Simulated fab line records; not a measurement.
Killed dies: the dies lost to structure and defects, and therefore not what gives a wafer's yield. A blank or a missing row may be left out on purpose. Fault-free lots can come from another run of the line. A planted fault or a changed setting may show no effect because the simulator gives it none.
Matching of chambers ; flow n5-finfet ; N5_BEOL_M0_SAQP_ETCH_107 on rie-diel-05: 4 sister chambers
The step etches SiNx in CH3F/O2, target depth 30 nm. 4 wafers are shown with their chamber, then 8 later ones without.

## EACH WAFER AND ITS CHAMBER
wafer;chamber;drypump-motor-current-A (A)
L085.6;0;4.7
L088.2;3;6.8
L088.5;2;6.2
L092.1;1;6.0

## WAFERS WITHOUT THEIR CHAMBER
wafer;drypump-motor-current-A (A)
L092.4;6.8
L092.6;6.8
L093.1;6.0
L093.4;6.3
L093.5;6.8
L096.2;6.0
L096.3;4.7
L096.6;6.8

## CHAMBER TAKEN BY EACH
wafer;from the rows above;in truth
L092.4;3;3
L092.6;3;3
L093.1;1;1
L093.4;2;2
L093.5;3;3
L096.2;1;1
L096.3;0;0
L096.6;3;3
Correctly placed: 8 of 8. From these rows, 0 cannot be placed. 0 placed wrongly.
How it was worked out, from the rows above alone: a wafer's distance from a chamber is the root of the sum, over the readings, of the square of ((its reading less the chamber's mean) divided by the reading's scatter). The wafer belongs to the nearest chamber; if the next one is less than 2 further off, it can't be placed. For every chamber, the mean is computed from those of its wafers that are shown. The scatter: root of mean squared gap, hidden wafer to nearest shown wafer, with one shown wafer a chamber.
